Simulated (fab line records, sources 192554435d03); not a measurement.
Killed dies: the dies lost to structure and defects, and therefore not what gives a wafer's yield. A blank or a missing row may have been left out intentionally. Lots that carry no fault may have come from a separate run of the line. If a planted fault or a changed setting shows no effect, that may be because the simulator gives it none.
Chamber matching -- flow n5Finfet -- N5_BEOL_M12_TRENCH_ETCH_34 on rieDiel-03 has 4 sister chambers
The step etches SiOC in C4F8/O2/Ar, target depth 318.95 nm, time 125.5 s. 18 wafers are shown with their chamber, then 9 later ones without.

## EACH WAFER AND ITS CHAMBER
wafer,chamber,showerheadPlenumPTorr (Torr),throttleValvePct (%),oesProductAu (a.u.)
L077.2,2,3.24,24.06,0.70
L077.3,1,3.51,24.11,0.70
L077.4,3,3.38,24.23,0.99
L078.1,0,3.34,23.66,0.91
L078.2,1,3.50,24.09,0.70
L078.5,1,3.50,24.09,0.70
L082.3,2,3.24,24.09,0.69
L082.4,3,3.38,24.26,0.94
L082.5,2,3.24,24.08,0.70
L086.1,1,3.50,24.13,0.68
L086.3,3,3.37,24.26,0.91
L086.5,3,3.37,24.25,0.91
L084.2,0,3.34,23.68,0.88
L084.5,2,3.23,24.08,0.68
L084.6,1,3.49,24.13,0.68
L087.2,2,3.23,24.10,0.67
L087.4,3,3.37,24.27,0.91
L087.5,2,3.23,24.11,0.67

SIGNATURES (means of the wafers above)
reading,chamber 0,chamber 1,chamber 2,chamber 3,scatter within a chamber
showerheadPlenumPTorr,3.3400,3.5000,3.2350,3.3740,0.00579
throttleValvePct,23.6700,24.1100,24.0867,24.2540,0.0174
oesProductAu,0.8950,0.6920,0.6850,0.9320,0.022
Rule: for a wafer and a chamber, the distance is found by dividing, reading by reading, the gap between the wafer's reading and the chamber's mean by the reading's scatter, squaring, summing and taking the root. If the next closest chamber is less than 2 further off than the closest, the wafer can't be placed; otherwise it belongs to the closest. How the scatter is found: for the shown wafers, subtract from each reading the mean of its chamber, square and add these, divide the total by (wafers less chambers), then take the root.

## WAFERS WITHOUT THEIR CHAMBER
wafer,showerheadPlenumPTorr (Torr),throttleValvePct (%),oesProductAu (a.u.)
L089.1,3.49,23.83,0.98
L089.5,3.37,24.27,0.90
L089.6,3.33,23.69,0.87
L092.4,3.32,23.69,0.84
L092.5,3.49,23.85,0.94
L092.6,3.36,24.29,0.87
L095.2,3.36,24.28,0.87
L095.4,3.62,23.81,0.97
L095.6,3.36,24.29,0.86

## WHICH CHAMBER EACH ONE RAN IN
wafer,from the rows above,in truth
L089.1,1,1
L089.5,3,3
L089.6,0,0
L092.4,0,0
L092.5,1,1
L092.6,3,3
L095.2,3,3
L095.4,1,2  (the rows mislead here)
L095.6,3,3
Placed correctly: 8 of 9. Number that these rows cannot place: 0. Number placed wrongly: 1.
